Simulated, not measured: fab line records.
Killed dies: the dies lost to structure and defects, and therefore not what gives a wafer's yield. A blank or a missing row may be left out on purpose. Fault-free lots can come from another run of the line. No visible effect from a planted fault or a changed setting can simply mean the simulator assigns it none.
Chamber matching ; flow n5Finfet ; N5_BEOL_M5_DESCUM_33 on rieDiel-02 has 4 sister chambers
The step chemistry O2, time 7 s. 4 wafers are shown with their chamber, then 8 later ones without.

## WAFERS PAIRED WITH THEIR CHAMBERS
wafer;chamber;showerheadPlenumPTorr (Torr)
L078.3;0;2.09
L080.5;2;2.22
L080.6;3;2.04
L084.2;1;2.04

## WAFERS WITH NO CHAMBER GIVEN
wafer;showerheadPlenumPTorr (Torr)
L084.3;2.08
L084.5;2.04
L090.1;2.08
L090.3;2.04
L090.4;2.21
L092.1;2.03
L092.4;2.21
L092.6;2.08

## WHICH CHAMBER EACH ONE RAN IN
wafer;from the rows above;in truth
L084.3;0;0
L084.5;can't be placed: 1 or 3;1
L090.1;0;0
L090.3;can't be placed: 1 or 3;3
L090.4;2;2
L092.1;can't be placed: 1 or 3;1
L092.4;2;2
L092.6;0;0
Placed correctly: 5 of 8. These rows do not allow placing 3 (true chamber among the candidates in 3). Wrongly placed: 0.
How it was worked out, from the rows above alone: a wafer's distance from a chamber is the root of the sum, over the readings, of the square of ((its reading less the chamber's mean) divided by the reading's scatter). If the next closest chamber is less than 2 further off than the closest, the wafer can't be placed; otherwise it belongs to the closest. For every chamber, the mean is computed from those of its wafers that are shown. The scatter (one wafer shown for each chamber): square how far every hidden wafer sits from the nearest shown wafer, average those squares and take the square root.
